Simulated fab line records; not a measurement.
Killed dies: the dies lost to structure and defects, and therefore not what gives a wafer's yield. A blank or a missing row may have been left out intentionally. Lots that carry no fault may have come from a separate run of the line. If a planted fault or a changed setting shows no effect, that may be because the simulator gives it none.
fab line records    flow nandHarc
[record] lots = 7  wafers = 21  lastDay = 24
route steps=1159 shown A_ONON_D1@426
lots untouched by any fault: they come from a run of this same line in which no faults occurred
startH: hours from the record's opening day to when the first of the lot's shown wafers began    waitH: hours since the lot's step before    " repeats the value in the row above    L1.1+2: one row covering several wafers at once    - either no value or no given start    * or withheld: withheld    < > ~ a bound
route shown NAME@n: names a module that has steps shown in the file, with the first one's number in the route    usual: mean and standard deviation over wafers with no fault    same: alike in all rows    chamber/n: place in a boat    sites: each site's reading    _std_site: standard deviation across them    _edge_site: outer sites' mean less inner sites'    radiusMm: how far each site lies from the wafer's centre    mask NAME#n: copy n    behind: the most recent tool/chamber to have shaped the wafer    hold: the reason the lot was held/the length of the hold in hours/how it ended    device: transistor that didn't switch, given as n, p or np    end of line: at the end of the route, the tests of the same wafers    where a step has no rows: the recipe by itself    killed: not the wafer's yield, but the dies lost to structure and defects at the first sort    map: a wafer's dies, x killed, . not, _ none there
set.NAME: the setting the step ran with; set.NAME@STEP: the setting that earlier step ran with    model.NAME: the simulator's own value behind a step, which no gauge read
lots at some steps of the route; a table a step, a row a wafer
services: the hour from which a tool's chamber was out of use, counted from the record's first day as startH (under 0 if before that day), plus the number of hours and why
[[steps]]
[step NHARC_A_ONON_D1_DEP_03]
[recipe] targetThkA = 10000  n2FlowSccm = 2750  n2oFlowSccm = 2000  nh3FlowSccm = 500  sih4FlowSccm = 210  tempC = 400
[step NHARC_A_ONON_D1_THK_MEAS_05]
[recipe] thkMeasGauge = ellipsometry
[usual] thkNm = 998/11
lot.wafer  tool          chamber  startH  waitH  thkNm
L677.2     filmMetro-02  -        179.65  -      996
L677.3     "             -        "       "      995
L677.5     "             -        "       "      997
L684.1     filmMetro-01  -        205.86  -      995
L684.3     "             -        "       "      995
L684.5     "             -        "       "      997
L686.3     filmMetro-02  -        233.47  -      983
L686.4     "             -        "       "      980
L686.6     "             -        "       "      982
L688.1     filmMetro-02  -        233.81  -      996
L688.4     "             -        "       "      996
L688.5     "             -        "       "      997
L690.2     filmMetro-01  -        253.41  -      997
L690.4     "             -        "       "      999
L690.5     "             -        "       "      997
L693.1     filmMetro-02  -        267.46  -      1003
L693.5     "             -        "       "      1001
L693.6     "             -        "       "      1003
L696.3     filmMetro-02  -        297.35  -      995
L696.4     "             -        "       "      993
L696.5     "             -        "       "      994
[step NHARC_A_ONON_D1_DEP_06]
[recipe] targetThkA = 10000  n2FlowSccm = 2750  n2oFlowSccm = 2000  nh3FlowSccm = 500  sih4FlowSccm = 210  tempC = 400
[step NHARC_A_ONON_D1_THK_MEAS_08]
[recipe] thkMeasGauge = ellipsometry
[usual] thkNm = 998/9.3
lot.wafer  tool          chamber  startH  waitH  thkNm
L677.2     filmMetro-02  -        180.21  -      994
L677.3     "             -        "       "      992
L677.5     "             -        "       "      993
L684.1     filmMetro-02  -        206.43  -      999
L684.3     "             -        "       "      997
L684.5     "             -        "       "      998
L686.3     filmMetro-01  -        234.04  -      1006
L686.4     "             -        "       "      1009
L686.6     "             -        "       "      1006
L688.1     filmMetro-02  -        234.37  -      976
L688.4     "             -        "       "      975
L688.5     "             -        "       "      976
L690.2     filmMetro-02  -        253.98  -      1004
L690.4     "             -        "       "      1003
L690.5     "             -        "       "      1002
L693.1     filmMetro-02  -        268.04  -      987
L693.5     "             -        "       "      987
L693.6     "             -        "       "      989
L696.3     filmMetro-01  -        297.92  -      994
L696.4     "             -        "       "      993
L696.5     "             -        "       "      994
[step NHARC_A_ONON_D1_DEP_09]
[recipe] targetThkA = 10000  n2FlowSccm = 2750  n2oFlowSccm = 2000  nh3FlowSccm = 500  sih4FlowSccm = 210  tempC = 400
[step NHARC_A_ONON_D1_THK_MEAS_11]
[recipe] thkMeasGauge = ellipsometry
[usual] thkNm = 1003/11
lot.wafer  tool          chamber  startH  waitH  thkNm
L677.2     filmMetro-02  -        180.78  -      1006
L677.3     "             -        "       "      1008
L677.5     "             -        "       "      1008
L684.1     filmMetro-02  -        206.99  -      992
L684.3     "             -        "       "      992
L684.5     "             -        "       "      991
L686.3     filmMetro-02  -        234.61  -      1003
L686.4     "             -        "       "      1004
L686.6     "             -        "       "      1003
L688.1     filmMetro-02  -        234.94  -      1010
L688.4     "             -        "       "      1009
L688.5     "             -        "       "      1009
L690.2     filmMetro-01  -        254.55  -      1014
L690.4     "             -        "       "      1014
L690.5     "             -        "       "      1016
L693.1     filmMetro-02  -        268.61  -      995
L693.5     "             -        "       "      994
L693.6     "             -        "       "      994
L696.3     filmMetro-01  -        298.49  -      993
L696.4     "             -        "       "      992
L696.5     "             -        "       "      993
[step NHARC_A_ONON_D1_DEP_12]
[recipe] targetThkA = 10000  n2FlowSccm = 2750  n2oFlowSccm = 2000  nh3FlowSccm = 500  sih4FlowSccm = 210  tempC = 400
[step NHARC_A_ONON_D1_THK_MEAS_14]
[recipe] thkMeasGauge = ellipsometry
[usual] thkNm = 1002/9.5
lot.wafer  tool          chamber  startH  waitH  thkNm
L677.2     filmMetro-02  -        181.35  -      1001
L677.3     "             -        "       "      1001
L677.5     "             -        "       "      999
L684.1     filmMetro-02  -        207.56  -      1017
L684.3     "             -        "       "      1017
L684.5     "             -        "       "      1017
L686.3     filmMetro-02  -        235.17  -      995
L686.4     "             -        "       "      994
L686.6     "             -        "       "      996
L688.1     filmMetro-01  -        235.50  -      1020
L688.4     "             -        "       "      1018
L688.5     "             -        "       "      1017
L690.2     filmMetro-01  -        255.12  -      1001
L690.4     "             -        "       "      999
L690.5     "             -        "       "      999
L693.1     filmMetro-02  -        269.17  -      1013
L693.5     "             -        "       "      1013
L693.6     "             -        "       "      1016
L696.3     filmMetro-01  -        299.06  -      1000
L696.4     "             -        "       "      997
L696.5     "             -        "       "      997
[step NHARC_A_ONON_D1_ANNEAL_15]
[recipe] tempC = 750  timeS = 3600
[step NHARC_A_ONON_D1_DEP_16]
[recipe] targetThkA = 10000  n2FlowSccm = 2750  n2oFlowSccm = 2000  nh3FlowSccm = 500  sih4FlowSccm = 210  tempC = 400
[step NHARC_A_ONON_D1_THK_MEAS_18]
[recipe] thkMeasGauge = ellipsometry
[usual] thkNm = 999/11
lot.wafer  tool          chamber  startH  waitH  thkNm
L677.2     filmMetro-02  -        188.46  -      1003
L677.3     "             -        "       "      1003
L677.5     "             -        "       "      1001
L684.1     filmMetro-02  -        214.28  -      979
L684.3     "             -        "       "      982
L684.5     "             -        "       "      982
L686.3     filmMetro-01  -        243.25  -      1018
L686.4     "             -        "       "      1017
L686.6     "             -        "       "      1018
L688.1     filmMetro-01  -        243.60  -      996
L688.4     "             -        "       "      995
L688.5     "             -        "       "      994
L690.2     filmMetro-02  -        262.19  -      990
L690.4     "             -        "       "      991
L690.5     "             -        "       "      990
L693.1     filmMetro-01  -        277.84  -      989
L693.5     "             -        "       "      989
L693.6     "             -        "       "      990
L696.3     filmMetro-02  -        306.83  -      990
L696.4     "             -        "       "      989
L696.5     "             -        "       "      989
[step NHARC_A_ONON_D1_DEP_19]
[recipe] targetThkA = 10000  n2FlowSccm = 2750  n2oFlowSccm = 2000  nh3FlowSccm = 500  sih4FlowSccm = 210  tempC = 400
[usual] susceptorTempC = 400.04/0.21
lot.wafer  tool          chamber  startH  waitH  susceptorTempC
L677.2     pecvdOnon-04  0        188.57  0.1    399.94
L677.3     "             0        "       "      400.06
L677.5     "             0        "       "      400.11
L684.1     pecvdOnon-02  0        214.46  0.2    399.98
L684.3     "             0        "       "      399.84
L684.5     "             0        "       "      400.09
L686.3     pecvdOnon-02  0        243.56  0.3    399.89
L686.4     "             0        "       "      399.96
L686.6     "             0        "       "      400.09
L688.1     pecvdOnon-02  0        243.79  0.2    400.07
L688.4     "             0        "       "      399.89
L688.5     "             0        "       "      399.87
L690.2     pecvdOnon-02  0        262.31  0.1    399.93
L690.4     "             0        "       "      400.08
L690.5     "             0        "       "      400.04
L693.1     pecvdOnon-04  0        277.89  0.1    400.17
L693.5     "             0        "       "      399.89
L693.6     "             0        "       "      400.12
L696.3     pecvdOnon-04  0        307.00  0.2    399.80
L696.4     "             0        "       "      399.80
L696.5     "             0        "       "      400.01
[step NHARC_A_ONON_D1_THK_MEAS_21]
[recipe] thkMeasGauge = ellipsometry
[usual] thkNm = 1004/8.5
lot.wafer  tool          chamber  startH  waitH  thkNm
L677.2     filmMetro-01  -        189.03  -      1011
L677.3     "             -        "       "      1009
L677.5     "             -        "       "      1011
L684.1     filmMetro-01  -        214.97  -      1020
L684.3     "             -        "       "      1019
L684.5     "             -        "       "      1019
L686.3     filmMetro-02  -        243.95  -      952
L686.4     "             -        "       "      951
L686.6     "             -        "       "      953
L688.1     filmMetro-02  -        244.30  -      960
L688.4     "             -        "       "      958
L688.5     "             -        "       "      961
L690.2     filmMetro-01  -        262.76  -      968
L690.4     "             -        "       "      971
L690.5     "             -        "       "      968
L693.1     filmMetro-02  -        278.40  -      1020
L693.5     "             -        "       "      1020
L693.6     "             -        "       "      1021
L696.3     filmMetro-02  -        307.39  -      1004
L696.4     "             -        "       "      1004
L696.5     "             -        "       "      1003
[step NHARC_A_ONON_D1_DEP_22]
[recipe] targetThkA = 10000  n2FlowSccm = 2750  n2oFlowSccm = 2000  nh3FlowSccm = 500  sih4FlowSccm = 210  tempC = 400
[[services]]
tool          chamber  startH  hours  kind
pecvdOnon-04  -        237.01  13.0   pm
pecvdOnon-02  -        292.33  13.0   pm
[[key]]
[firstSign] step = NHARC_A_ONON_D1_THK_MEAS_21  reading = thkNm  direction = down  sigmas = 5.1  usual = 1004  struck = 960
effect none on later readings
metAt NHARC_A_ONON_D1_DEP_19
struckWafers L686.3,L686.4,L686.6,L688.1,L688.4,L688.5,L690.2,L690.4,L690.5
laterRowsLeftOut L686.3,L686.4,L686.6,L688.1,L688.4,L688.5,L690.2,L690.4,L690.5
sortLeftOut L686.3,L686.4,L686.6,L688.1,L688.4,L688.5,L690.2,L690.4,L690.5
testerLeftOut L686,L688,L690
[fault] kind = processParameterDrift  tool = pecvdOnon-02  chamber = -  onsetH = 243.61  steps = NHARC_A_ONON_D1_DEP_19  channel = targetThkA  offset = *  shape = step  actsIn = *  stated = *
// testerLeftOut: of these lots the tester's yield and bins aren't shown, on N5 and GAA mostly nor the transistor test; their killed dies are dies lost to structure and defects alone, not to doping, threshold or leakage, so they don't give the yield
// sortLeftOut: the simulated sort isn't trusted on such a fault, so these wafers' sort isn't shown, and their yield isn't known
// laterRowsLeftOut: the simulator's readings of these wafers behind a module that went badly wrong aren't trusted and aren't shown, but for the sort
